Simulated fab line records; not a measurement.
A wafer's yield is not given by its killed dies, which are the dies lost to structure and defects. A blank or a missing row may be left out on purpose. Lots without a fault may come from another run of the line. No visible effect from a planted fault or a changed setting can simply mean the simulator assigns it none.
Chamber matching ; flow n5 finfet ; N5_SD_EPI_N_ETCH_34 on rie diel-04: 4 sister chambers
The step etches SiARC in CF4, target depth 45.5 nm, time 75.8 s. 18 wafers are shown with their chamber, then 9 later ones without.

== WAFERS, EACH WITH ITS CHAMBER ==
wafer;chamber;showerhead plenum p Torr (Torr);drypump motor current A (A);throttle valve pct (%)
L077.1;1;2.18;6.0;15.57
L077.4;3;2.21;5.9;15.54
L077.6;3;2.21;5.9;15.56
L084.1;0;2.14;6.1;15.80
L084.3;1;2.18;6.0;15.58
L084.6;2;2.12;6.1;15.55
L085.2;0;2.14;6.1;15.82
L085.3;2;2.12;6.1;15.54
L085.6;0;2.14;6.1;15.81
L090.1;1;2.18;6.0;15.63
L090.3;2;2.12;6.1;15.55
L090.5;3;2.21;5.9;15.59
L091.2;3;2.21;5.9;15.58
L091.3;2;2.12;6.0;15.58
L091.4;1;2.17;6.0;15.63
L092.1;2;2.11;6.1;15.57
L092.2;1;2.17;6.0;15.63
L092.5;1;2.17;6.0;15.63

SIGNATURES (averages over the wafers above)
reading;chamber 0;chamber 1;chamber 2;chamber 3;scatter within a chamber
showerhead plenum p Torr;2.1400;2.1750;2.1180;2.2100;0.00405
drypump motor current A;6.100;6.000;6.080;5.900;0.0239
throttle valve pct;15.8100;15.6117;15.5580;15.5675;0.0221
Rule: a wafer's distance from a chamber is the root of the sum, over the readings, of the square of ((its reading less the chamber's mean) divided by the reading's scatter). If the next closest chamber is less than 2 further off than the closest, the wafer can't be placed; otherwise it belongs to the closest. The scatter: take each reading less its chamber's mean, square it, sum over the shown wafers, divide by the number of wafers less the number of chambers, and take the root.

== WAFERS WHOSE CHAMBER IS MISSING ==
wafer;showerhead plenum p Torr (Torr);drypump motor current A (A);throttle valve pct (%)
L093.2;2.11;6.1;15.57
L093.4;2.13;6.0;15.83
L093.6;2.11;6.1;15.57
L094.2;2.11;6.1;15.57
L094.5;2.11;6.0;15.56
L094.6;2.17;6.0;15.63
L097.1;2.13;6.1;15.88
L097.4;2.20;5.9;15.63
L097.5;2.20;5.9;15.62

== CHAMBER TAKEN BY EACH ==
wafer;from the rows above;in truth
L093.2;2;2
L093.4;0;0
L093.6;2;2
L094.2;2;2
L094.5;2;2
L094.6;1;1
L097.1;0;0
L097.4;3;3
L097.5;3;3
Correct placement for 9 of the 9. Left unplaced by these rows: 0. Wrongly placed: 0.
